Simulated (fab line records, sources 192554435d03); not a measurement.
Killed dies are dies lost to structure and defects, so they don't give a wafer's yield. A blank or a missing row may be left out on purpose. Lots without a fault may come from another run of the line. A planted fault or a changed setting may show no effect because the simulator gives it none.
fab line records | flow n5_finfet
record lots=7 wafers=21
route steps=1938 shown BEOL_M0_SAQP@695 BEOL_M1@770 BEOL_M2@844 BEOL_M3@969 BEOL_M4@1059 BEOL_M5@1140
start_h: hours from the record's first day to the start of the lot's first wafer shown | wait_h: hours since the lot's step before | " the same as in the row above | L1.1+2: a row that stands for several wafers | - no value, or no start given | * or withheld: withheld | < > ~ a bound
route shown NAME@n: a module of which the file shows steps, and the number in the route of the first | usual: mean/standard deviation of fault-free wafers | same: alike in all rows | chamber/n: place in a boat | sites: the reading at each site | _std_site: their standard deviation | _edge_site: outer sites' mean less inner sites' | radius_mm: how far each site lies from the wafer's centre | mask NAME#n: copy n | behind: the tool/chamber that last shaped the wafer | hold: why the lot was held/for how many hours/how that ended | device: the transistor (n, p or np) that didn't switch | end of line: the same wafers' tests at the end of the route | a step without rows: its recipe alone | killed: dies lost to structure and defects at the first sort, not the wafer's yield | map: a wafer's dies, x killed, . not, _ none there
set.NAME: the setting as run; set.NAME@STEP: as run at that earlier step | model.NAME: the simulator's own value behind a step, which no gauge read
lots whose settings were changed on purpose; a table a step, a row a wafer
## steps
# step N5_BEOL_M0_SAQP_CUT_ETCH_46
# recipe chemistry=N2/H2 target=SOC target_depth_a=1350 overetch_a=270 temp_c=40 time_s=202.5 ion_energy_ev=200 mask_material=SiARC pressure_mtorr=30 source_w=840 bias_w=150 n2_flow_sccm=200 h2_flow_sccm=200
# columns lot.wafer tool chamber start_h wait_h set.time_s model.SiARC_of_BEOL_M0_SAQP_COAT_72.thk_nm model.BEOL_M0_SAQP.cd_nm
L074.1 rie_diel-01 1 112.88 0.0 165.5 7 28.8
L074.2 " 3 " " 202.5 5 29.6
L074.5 " 2 " " 165.5 6.6 29
L076.1 rie_diel-01 0 125.91 0.0 202.5 4.8 29.8
L076.4 " 1 " " 237.7 3.4 30.4
L076.5 " 2 " " 202.5 4.8 29.6
L079.2 rie_diel-05 0 155.80 0.0 157.2 6.6 28.8
L079.3 " 2 " " 157.2 7.6 29.2
L079.5 " 1 " " 202.5 5 29.8
L086.2 rie_diel-01 3 187.89 0.0 176.5 6.2 29
L086.3 " 2 " " 202.5 4.8 29.6
L086.5 " 2 " " 176.5 6.2 29.2
L087.1 rie_diel-02 3 190.84 0.0 202.5 5.2 30
L087.2 " 2 " " 160.8 7 29
L087.6 " 1 " " 202.5 4.8 29.6
L090.3 rie_diel-05 3 208.31 0.0 202.5 4.8 30.2
L090.5 " 1 " " 202.5 5 30.6
L090.6 " 2 " " 202.5 5.6 30.2
L094.1+6 rie_diel-02 3 238.57 0.0 202.5 5.4 30
L094.3 " 2 " " 202.5 5 30.2
# step N5_BEOL_M0_SAQP_STRIP_74
# recipe chemistry=N2/H2 temp_c=40 n2_flow_sccm=200 h2_flow_sccm=200 rf_frequency_hz=6e+07
# step N5_BEOL_M0_SAQP_STRIP_89
# recipe chemistry=N2/H2 temp_c=40 n2_flow_sccm=200 h2_flow_sccm=200 rf_frequency_hz=6e+07
# step N5_BEOL_M0_SAQP_ALD_48
# recipe material=SiO2 target_thk_a=200 temp_c=100 ald_precursor_family=BDEAS ald_co_reactant=O2-plasma pulse_time_s=1 co_reactant_pulse_time_s=1 purge_time_s=2 co_reactant_purge_time_s=2 ald_cycles=139 pressure_torr=2
# step N5_BEOL_M0_SAQP_ETCH_49
# recipe chemistry=CF4/O2 target_depth_a=370 target=SiO2 pressure_mtorr=40 source_w=535 bias_w=49 Ar_flow_sccm=100 cf4_flow_sccm=100 O2_flow_sccm=10 ion_energy_ev=100
# columns lot.wafer tool chamber start_h wait_h set.time_s@BEOL_M0_SAQP_CUT_ETCH_46 model.BEOL_M0_SAQP.cd_nm
L074.1 rie_diel-02 2 113.63 0.3 165.5 28.8
L074.2 " 3 " " 202.5 29.8
L074.5 " 2 " " 165.5 29.2
L076.1 rie_diel-01 2 126.77 0.4 202.5 29.8
L076.4 " 3 " " 237.7 30.4
L076.5 " 2 " " 202.5 29.6
L079.2 rie_diel-05 3 156.53 0.3 157.2 28.8
L079.3 " 1 " " 157.2 29.4
L079.5 " 1 " " 202.5 29.8
L086.2+5 rie_diel-05 1,2 189.43 0.3 176.5 29
L086.3 " 3 " " 202.5 29.6
L087.1 rie_diel-02 1 191.56 0.3 202.5 30
L087.2 " 2 " " 160.8 29
L087.6 " 1 " " 202.5 29.6
L090.3 rie_diel-02 0 209.07 0.3 202.5 30.4
L090.5 " 2 " " 202.5 30.6
L090.6 " 1 " " 202.5 30.2
L094.1+6 rie_diel-05 3,1 239.32 0.3 202.5 30
L094.3 " 1 " " 202.5 30.4
# step N5_BEOL_M1_ETCH_64
# recipe chemistry=N2/H2 target=SOC target_depth_a=750 overetch_a=150 mask_material=SiARC temp_c=40 time_s=112.5 ion_energy_ev=200 pressure_mtorr=30 source_w=840 bias_w=150 n2_flow_sccm=200 h2_flow_sccm=200
# columns lot.wafer tool chamber start_h wait_h set.time_s model.SiARC_of_BEOL_M1_COAT_62.thk_nm
L074.1 rie_diel-05 0 119.84 0.0 124.2 6
L074.2 " 1 " " 112.5 6.8
L074.5 " 2 " " 112.5 7.2
L076.1 rie_diel-02 1 138.70 0.0 88.46 7.8
L076.4 " 2 " " 88.46 8
L076.5 " 2 " " 112.5 6.8
L079.2+5 rie_diel-02 2 163.76 0.0 112.5 6.8
L079.3 " 0 " " 112.5 6.6
L086.2+5 rie_diel-02 3,2 196.60 0.0 112.5 6.8
L086.3 " 2 " " 87.21 7.8
L087.1 rie_diel-01 1 200.75 0.0 112.5 7
L087.2 " 3 " " 104 7
L087.6 " 3 " " 104 7.2
L090.3+5+6 rie_diel-01 0,0,3 218.34 0.0 112.5 6.8
L094.1 rie_diel-01 2 252.27 0.0 136.4 5.6
L094.3 " 1 " " 112.5 7
L094.6 " 0 " " 136.4 5.8
# step N5_BEOL_M1_COAT_68
# recipe resist=SiARC temp_c=220 time_s=60 spin_rpm=1500 resist_thk_nm=12
# columns lot.wafer tool chamber start_h wait_h set.spin_rpm
L074.1+2+5 litho_track-02 0 - - 1500
L076.1+4+5 litho_track-02 0 - - 1500
L079.2+3+5 litho_track-03 0 - - 1500
L086.2+3 litho_track-01 0 - - 1500
L086.5 " 0 " " 1666
L087.1+2 litho_track-03 0 - - 1629
L087.6 " 0 " " 1500
L090.3+5+6 litho_track-01 0 - - 1500
L094.1+3+6 litho_track-03 0 - - 1500
# step N5_BEOL_M1_COAT_76
# recipe resist=underlayer temp_c=205 time_s=60 spin_rpm=1500 resist_thk_nm=5
# step N5_BEOL_M1_COAT_22
# recipe resist=CAR-EUV spin_rpm=1500 resist_thk_nm=30
# step N5_BEOL_M1_DESCUM_33
# recipe chemistry=O2 time_s=7 source_power_w=50 bias_power_w=20 pressure_mtorr=20 rf_frequency_hz=2.712e+07 temp_c=40 resist=CAR-EUV o2_flow_sccm=225
# step N5_BEOL_M1_ETCH_77
# recipe chemistry=N2/H2 target=underlayer target_depth_a=65 mask_material=CAR-EUV time_s=5.2 ion_energy_ev=200 pressure_mtorr=30 source_w=840 bias_w=150 n2_flow_sccm=200 h2_flow_sccm=200 ends=cleared
# step N5_BEOL_M1_ETCH_69
# recipe chemistry=CF4 target=SiARC target_depth_a=156 mask_material=CAR-EUV time_s=26 ion_energy_ev=80 pressure_mtorr=40 source_w=545 bias_w=36 Ar_flow_sccm=100 cf4_flow_sccm=100 ends=cleared
# columns lot.wafer tool chamber start_h wait_h set.spin_rpm@BEOL_M1_COAT_68 model.etch.depth_nm
L074.1+2 rie_diel-05 0,2 120.83 0.0 1500 11.92
L074.5 " 3 " " 1500 11.96
L076.1 rie_diel-02 0 139.61 0.0 1500 11.98
L076.4 " 3 " " 1500 11.96
L076.5 " 1 " " 1500 11.94
L079.2+3 rie_diel-01 2,0 164.82 0.0 1500 11.96
L079.5 " 3 " " 1500 11.97
L086.2 rie_diel-01 3 197.44 0.0 1500 12.02
L086.3 " 2 " " 1500 12.04
L086.5 " 1 " " 1666 11.41
L087.1 rie_diel-05 2 201.60 0.0 1629 11.5
L087.2 " 0 " " 1629 11.46
L087.6 " 0 " " 1500 11.95
L090.3 rie_diel-05 0 219.18 0.0 1500 11.96
L090.5 " 0 " " 1500 11.97
L090.6 " 1 " " 1500 11.99
L094.1 rie_diel-02 0 253.14 0.0 1500 12.01
L094.3 " 2 " " 1500 12.06
L094.6 " 0 " " 1500 12.05
# step N5_BEOL_M2_HM_DEP_02
# recipe material=TiN target_thk_a=200 temp_c=25 chamber_pressure_pa=0.49996
# columns lot.wafer tool chamber start_h wait_h set.target_thk_a model.TiN_of_BEOL_M2_HM_DEP_02.thk_nm
L074.1+5 pvd_sputter-03 - 135.46 0.4 200 19.8
L074.2 " - " " 200 20
L076.1 pvd_sputter-03 - 147.78 3.0 200 20.2
L076.4 " - " " 200 20.4
L076.5 " - " " 200 20
L079.2 pvd_sputter-03 - 170.90 0.8 200 20.2
L079.3+5 " - " " 200 19.8
L086.2 pvd_sputter-01 - 204.27 0.2 176 17.6
L086.3 " - " " 200 19.8
L086.5 " - " " 200 20.2
L087.1 pvd_sputter-02 - 207.75 0.4 211.5 21.2
L087.2 " - " " 211.5 21.6
L087.6 " - " " 200 20
L090.3+6 pvd_sputter-01 - 228.16 2.1 200 20.2
L090.5 " - " " 200 20.4
L094.1 pvd_sputter-03 - 263.81 2.5 200 19.8
L094.3+6 " - " " 223.6 22.4
# step N5_BEOL_M2_COAT_61
# recipe resist=SOC temp_c=250 time_s=60 spin_rpm=1500 resist_thk_nm=60
# step N5_BEOL_M2_COAT_62
# recipe resist=SiARC temp_c=220 time_s=60 spin_rpm=1500 resist_thk_nm=12
# step N5_BEOL_M2_STRIP_75
# recipe chemistry=N2/H2 temp_c=40 n2_flow_sccm=200 h2_flow_sccm=200 rf_frequency_hz=6e+07
# step N5_BEOL_M2_STRIP_66
# recipe chemistry=CF4 resist=SiARC power_w=300 bias_power_w=75 pressure_mtorr=50 cf4_flow_sccm=150 rf_frequency_hz=6e+07
# step N5_BEOL_M2_HM_OPEN_17
# recipe chemistry=Cl2/BCl3 target_depth_a=200 overetch_a=60 target=TiN mask_material=SOC ion_energy_ev=150 pressure_mtorr=10 icp_w=1000 bias_w=126 Cl2_flow_sccm=53.25 bcl3_flow_sccm=21.75 Ar_flow_sccm=25
# columns lot.wafer tool chamber start_h wait_h set.target_thk_a@BEOL_M2_HM_DEP_02 model.etch.depth_nm
L074.1 rie_metal-01 1 136.44 0.0 200 19.84
L074.2 " 0 " " 200 20.04
L074.5 " 0 " " 200 19.81
L076.1 rie_metal-03 1 148.55 0.0 200 20.27
L076.4 " 1 " " 200 20.37
L076.5 " 1 " " 200 20.1
L079.2 rie_metal-01 0 171.83 0.0 200 20.21
L079.3 " 0 " " 200 19.9
L079.5 " 1 " " 200 19.78
L086.2 rie_metal-02 0 205.25 0.2 176 17.61
L086.3 " 0 " " 200 19.81
L086.5 " 1 " " 200 20.14
L087.1 rie_metal-02 0 208.65 0.0 211.5 21.23
L087.2 " 1 " " 211.5 21.69
L087.6 " 0 " " 200 19.94
L090.3 rie_metal-03 0 229.08 0.1 200 20.21
L090.5 " 0 " " 200 20.32
L090.6 " 1 " " 200 20.26
L094.1 rie_metal-01 0 264.58 0.0 200 19.77
L094.3 " 1 " " 223.6 22.32
L094.6 " 1 " " 223.6 22.39
# step N5_BEOL_M2_EXPOSE_25
# recipe mask_id=V1 na=0.33 source_shape=quasar sigma_inner=0.2 sigma_outer=0.8 polarization=unpolarized defocus_nm=5 dose_mj=63
# columns lot.wafer tool chamber start_h wait_h mask set.dose_mj
L074.1+5 euv_scanner-02 0 136.83 - V1#0 59.9
L074.2 " 0 " " V1#0 63
L076.1+4+5 euv_scanner-01 0 148.90 - V1#0 63
L079.2+5 euv_scanner-02 0 172.19 - V1#0 63
L079.3 " 0 " " V1#0 66.01
L086.2+3+5 euv_scanner-01 0 205.74 - V1#0 63
L087.1+2+6 euv_scanner-01 0 209.00 - V1#0 63
L090.3+5+6 euv_scanner-01 0 229.59 - V1#0 63
L094.1+3 euv_scanner-01 0 264.99 - V1#0 60.2
L094.6 " 0 " " V1#0 63
# step N5_BEOL_M2_PEB_26
# recipe peb_temp_c=100 peb_time_s=60 resist=CAR-EUV
# step N5_BEOL_M2_DEVELOP_27
# recipe develop_time_s=30 developer=TMAH resist=CAR-EUV rinse_liquid=surfactant_rinse dry=air_spin dev_temp_c=23
# step N5_BEOL_M2_CD_MEAS_28
# recipe target_cd_nm=26.2 landing_energy_ev=500 detector=se_inlens target_cd_y_nm=24.1 polarity=opening
# usual cd_nm=26.18/0.23
# columns lot.wafer tool chamber start_h wait_h set.dose_mj@BEOL_M2_EXPOSE_25 cd_nm
L074.1 cd_sem-02 0 136.97 - 59.9 25.02
L074.2 " 0 " " 63 25.98
L074.5 " 0 " " 59.9 24.84
L076.1 cd_sem-03 0 149.05 - 63 25.98
L076.4 " 0 " " 63 26.32
L076.5 " 0 " " 63 26.48
L079.2 cd_sem-03 0 172.33 - 63 25.91
L079.3 " 0 " " 66.01 26.88
L079.5 " 0 " " 63 26.22
L086.2 cd_sem-01 0 205.87 - 63 26.74
L086.3 " 0 " " 63 26.50
L086.5 " 0 " " 63 26.39
L087.1 cd_sem-01 0 209.15 - 63 26.07
L087.2 " 0 " " 63 26.18
L087.6 " 0 " " 63 25.97
L090.3 cd_sem-02 0 229.72 - 63 26.26
L090.5 " 0 " " 63 26.45
L090.6 " 0 " " 63 26.08
L094.1 cd_sem-01 0 265.14 - 60.2 25.54
L094.3 " 0 " " 60.2 25.13
L094.6 " 0 " " 63 25.90
# step N5_BEOL_M2_ALD_98
# recipe material=SiO2 target_thk_a=25 temp_c=100 ald_precursor_family=BDEAS ald_co_reactant=O2-plasma pulse_time_s=1 co_reactant_pulse_time_s=1 purge_time_s=2 co_reactant_purge_time_s=2 ald_cycles=17 pressure_torr=2
# columns lot.wafer tool chamber start_h wait_h set.ald_cycles model.SiO2_of_BEOL_M2_ALD_98.thk_nm
L074.1+2+5 ald_sin-01 2,0,0 137.46 0.1 17 2.4
L076.1 ald_sin-03 3 149.56 0.3 17 2.6
L076.4+5 " 1,0 " " 15 2.2
L079.2 ald_sin-01 1 172.61 0.1 17 2.4
L079.3+5 " 0 " " 17 2.6
L086.2+3+5 ald_sin-03 3,0,1 206.18 0.1 17 2.6
L087.1 ald_sin-01 1 209.70 0.1 19 2.8
L087.2+6 " 3 " " 17 2.4
L090.3+5+6 ald_sin-03 0,0,3 230.03 0.1 17 2.6
L094.1+3+6 ald_sin-03 1,0,3 265.89 0.6 17 2.6
# step N5_BEOL_M3_DESCUM_33
# recipe chemistry=O2 time_s=7 source_power_w=50 bias_power_w=20 pressure_mtorr=20 rf_frequency_hz=2.712e+07 temp_c=40 resist=CAR-EUV o2_flow_sccm=225
# columns lot.wafer tool chamber start_h wait_h set.time_s model.CAR-EUV_of_BEOL_M3_COAT_22.thk_nm
L074.1+5 rie_diel-05 3,2 145.42 0.0 7 26.2
L074.2 " 0 " " 6.076 26.8
L076.1 rie_diel-02 0 161.15 0.0 6.482 26.2
L076.4+5 " 2,3 " " 7 26
L079.2+3+5 rie_diel-01 3,2,2 183.65 0.0 7 26
L086.2 rie_diel-05 1 217.19 0.2 7 26.2
L086.3 " 2 " " 6.269 26.4
L086.5 " 2 " " 7 26
L087.1 rie_diel-02 2 217.82 0.0 7.731 25.8
L087.2 " 3 " " 7 26.2
L087.6 " 1 " " 7 26
L090.3 rie_diel-02 3 242.39 0.0 7 26.2
L090.5+6 " 0,1 " " 7 26
L094.1+3 rie_diel-02 3,2 276.56 0.0 7 26.2
L094.6 " 3 " " 8.292 25.6
# step N5_BEOL_M4_DESCUM_33
# recipe chemistry=O2 time_s=7 source_power_w=50 bias_power_w=20 pressure_mtorr=20 rf_frequency_hz=2.712e+07 temp_c=40 resist=CAR-EUV o2_flow_sccm=225
# columns lot.wafer tool chamber start_h wait_h set.time_s model.CAR-EUV_of_BEOL_M4_COAT_22.thk_nm
L074.1+2+5 rie_diel-03 1,2,0 158.97 0.2 7 26
L076.1 rie_diel-04 1 167.86 0.0 5.886 26.4
L076.4+5 " 3 " " 7 26
L079.2+3+5 rie_diel-03 2,1,2 195.74 0.1 7 26.2
L086.2+3 rie_diel-03 2,1 229.68 0.0 6.503 26.2
L086.5 " 1 " " 7 26
L087.1 rie_diel-06 3 230.78 0.0 7 26.2
L087.2+6 " 2,3 " " 8.32 25.6
L090.3 rie_diel-06 3 258.67 0.5 7 25.8
L090.5+6 " 2,1 " " 7 26
L094.1 rie_diel-03 1 292.30 0.0 7 26.2
L094.3 " 2 " " 7.903 25.6
L094.6 " 2 " " 7.903 25.8
# step N5_BEOL_M4_ETCH_77
# recipe chemistry=N2/H2 target=underlayer target_depth_a=65 mask_material=CAR-EUV time_s=5.2 ion_energy_ev=200 pressure_mtorr=30 source_w=840 bias_w=150 n2_flow_sccm=200 h2_flow_sccm=200 ends=cleared
# step N5_BEOL_M4_ETCH_69
# recipe chemistry=CF4 target=SiARC target_depth_a=156 mask_material=CAR-EUV time_s=26 ion_energy_ev=80 pressure_mtorr=40 source_w=545 bias_w=36 Ar_flow_sccm=100 cf4_flow_sccm=100 ends=cleared
# columns lot.wafer tool chamber start_h wait_h set.time_s@BEOL_M4_DESCUM_33 model.CAR-EUV_of_BEOL_M4_COAT_22.thk_nm
L074.1+2+5 rie_diel-03 1,2,0 159.03 0.0 7 11
L076.1 rie_diel-04 1 167.91 0.0 5.886 11.4
L076.4+5 " 3 " " 7 11
L079.2+3+5 rie_diel-03 2,1,2 195.79 0.0 7 11.2
L086.2+3 rie_diel-03 2,1 229.73 0.0 6.503 11.4
L086.5 " 1 " " 7 11
L087.1 rie_diel-06 3 230.83 0.0 7 11.2
L087.2 " 2 " " 8.32 10.8
L087.6 " 3 " " 8.32 10.6
L090.3+5 rie_diel-06 3,2 258.72 0.0 7 11
L090.6 " 1 " " 7 11.2
L094.1 rie_diel-03 1 292.35 0.0 7 11.4
L094.3+6 " 2 " " 7.903 10.8
# step N5_BEOL_M4_ALD_98
# recipe material=SiO2 target_thk_a=25 temp_c=100 ald_precursor_family=BDEAS ald_co_reactant=O2-plasma pulse_time_s=1 co_reactant_pulse_time_s=1 purge_time_s=2 co_reactant_purge_time_s=2 ald_cycles=17 pressure_torr=2
# step N5_BEOL_M4_ETCHBACK_99
# recipe chemistry=CHF3 target=SiO2 target_depth_a=50 time_s=10.4 source_w=215 bias_w=47 Ar_flow_sccm=200 CHF3_flow_sccm=12 ion_energy_ev=100 pressure_mtorr=30
# columns lot.wafer tool chamber start_h wait_h set.time_s@BEOL_M4_DESCUM_33 model.CAR-EUV_of_BEOL_M4_COAT_22.thk_nm
L074.1+5 rie_diel-06 1,0 159.57 0.1 7 10.2
L074.2 " 0 " " 7 10.4
L076.1 rie_diel-04 0 170.40 2.4 5.886 10.8
L076.4+5 " 2,1 " " 7 10.2
L079.2 rie_diel-03 2 199.94 3.9 7 10.6
L079.3+5 " 0,2 " " 7 10.4
L086.2 rie_diel-06 2 232.01 2.0 6.503 10.8
L086.3 " 0 " " 6.503 10.6
L086.5 " 3 " " 7 10.4
L087.1 rie_diel-04 0 232.51 1.5 7 10.6
L087.2 " 2 " " 8.32 10
L087.6 " 1 " " 8.32 9.8
L090.3 rie_diel-04 1 263.39 4.5 7 10.2
L090.5+6 " 0,3 " " 7 10.4
L094.1 rie_diel-04 0 296.66 4.0 7 10.6
L094.3+6 " 2,3 " " 7.903 10
# step N5_BEOL_M4_TRENCH_ETCH_37
# recipe chemistry=C4F6/O2 target_depth_a=555.55 target=SiOC time_s=29.2 ion_energy_ev=250 pressure_mtorr=30 source_w=355 bias_w=185 Ar_flow_sccm=300 C4F6_flow_sccm=10 O2_flow_sccm=10
# usual rf_vpp_V=660/11
# columns lot.wafer tool chamber start_h wait_h set.source_w rf_vpp_V
L074.1 rie_diel-06 1 - - 291.7 743
L074.2 " 0 " " 291.7 744
L074.5 " 0 " " 355 673
L076.1 rie_diel-04 0 - - 355 660
L076.4 " 2 " " 355 650
L076.5 " 1 " " 355 651
L079.2 rie_diel-03 2 - - 317.1 721
L079.3 " 0 " " 317.1 699
L079.5 " 2 " " 355 679
L086.2 rie_diel-06 2 - - 309.9 699
L086.3 " 0 " " 309.9 720
L086.5 " 3 " " 355 657
L087.1 rie_diel-04 0 - - 389.5 629
L087.2 " 2 " " 389.5 620
L087.6 " 1 " " 355 650
L090.3 rie_diel-04 1 - - 355 651
L090.5 " 0 " " 355 658
L090.6 " 3 " " 355 656
L094.1 rie_diel-04 0 - - 414 609
L094.3 " 2 " " 414 601
L094.6 " 3 " " 355 655
# step N5_BEOL_M5_COAT_66
# recipe resist=SiARC temp_c=220 time_s=60 spin_rpm=1500 resist_thk_nm=12
# columns lot.wafer tool chamber start_h wait_h set.spin_rpm model.SiARC_of_BEOL_M5_COAT_66.thk_nm
L074.1 litho_track-01 0 - - 1500 12
L074.2+5 " 0 " " 1361 12.6
L076.1+4 litho_track-05 0 - - 1500 12
L076.5 " 0 " " 1423 12.4
L079.2+3+5 litho_track-01 0 - - 1500 12
L086.2 litho_track-04 0 - - 1500 12
L086.3+5 " 0 " " 1400 12.4
L087.1 litho_track-01 0 - - 1500 12
L087.2+6 " 0 " " 1584 11.6
L090.3+5+6 litho_track-05 0 - - 1500 12
L094.1 litho_track-05 0 - - 1368 12.6
L094.3+6 " 0 " " 1500 12
## key
split step=N5_BEOL_M0_SAQP_CUT_ETCH_46 setting=time_s stated=202.5 by=wafer
response step=N5_BEOL_M0_SAQP_CUT_ETCH_46 reading=model.SiARC_of_BEOL_M0_SAQP_COAT_72.thk_nm change=-0.0947 per=1% r=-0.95
response step=N5_BEOL_M0_SAQP_CUT_ETCH_46 reading=model.BEOL_M0_SAQP.cd_nm change=+0.0381 per=1% r=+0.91
response step=N5_BEOL_M0_SAQP_ETCH_49 reading=model.BEOL_M0_SAQP.cd_nm change=+0.0386 per=1% r=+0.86
split step=N5_BEOL_M1_ETCH_64 setting=time_s stated=112.5 by=wafer
response step=N5_BEOL_M1_ETCH_64 reading=model.SiARC_of_BEOL_M1_COAT_62.thk_nm change=-0.0537 per=1% r=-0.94
split step=N5_BEOL_M1_COAT_68 setting=spin_rpm stated=1500 by=wafer
response step=N5_BEOL_M1_ETCH_69 reading=model.etch.depth_nm change=-0.0557 per=1% r=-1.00
split step=N5_BEOL_M2_HM_DEP_02 setting=target_thk_a stated=200 by=wafer
response step=N5_BEOL_M2_HM_DEP_02 reading=model.TiN_of_BEOL_M2_HM_DEP_02.thk_nm change=+0.213 per=1% r=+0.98
response step=N5_BEOL_M2_HM_OPEN_17 reading=model.etch.depth_nm change=+0.214 per=1% r=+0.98
split step=N5_BEOL_M2_EXPOSE_25 setting=dose_mj stated=63 by=wafer
response step=N5_BEOL_M2_CD_MEAS_28 reading=cd_nm change=+0.172 per=1% r=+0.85
split step=N5_BEOL_M2_ALD_98 setting=ald_cycles stated=17 by=wafer
response step=N5_BEOL_M2_ALD_98 reading=model.SiO2_of_BEOL_M2_ALD_98.thk_nm change=+0.034 per=1% r=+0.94
split step=N5_BEOL_M3_DESCUM_33 setting=time_s stated=7 by=wafer
response step=N5_BEOL_M3_DESCUM_33 reading=model.CAR-EUV_of_BEOL_M3_COAT_22.thk_nm change=-0.0339 per=1% r=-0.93
split step=N5_BEOL_M4_DESCUM_33 setting=time_s stated=7 by=wafer
response step=N5_BEOL_M4_DESCUM_33 reading=model.CAR-EUV_of_BEOL_M4_COAT_22.thk_nm change=-0.0309 per=1% r=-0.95
response step=N5_BEOL_M4_ETCH_69 reading=model.CAR-EUV_of_BEOL_M4_COAT_22.thk_nm change=-0.0319 per=1% r=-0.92
response step=N5_BEOL_M4_ETCHBACK_99 reading=model.CAR-EUV_of_BEOL_M4_COAT_22.thk_nm change=-0.0395 per=1% r=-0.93
split step=N5_BEOL_M4_TRENCH_ETCH_37 setting=source_w stated=355 by=wafer
response step=N5_BEOL_M4_TRENCH_ETCH_37 reading=rf_vpp_V change=-3.45 per=1% r=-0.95
split step=N5_BEOL_M5_COAT_66 setting=spin_rpm stated=1500 by=wafer
response step=N5_BEOL_M5_COAT_66 reading=model.SiARC_of_BEOL_M5_COAT_66.thk_nm change=-0.0671 per=1% r=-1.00
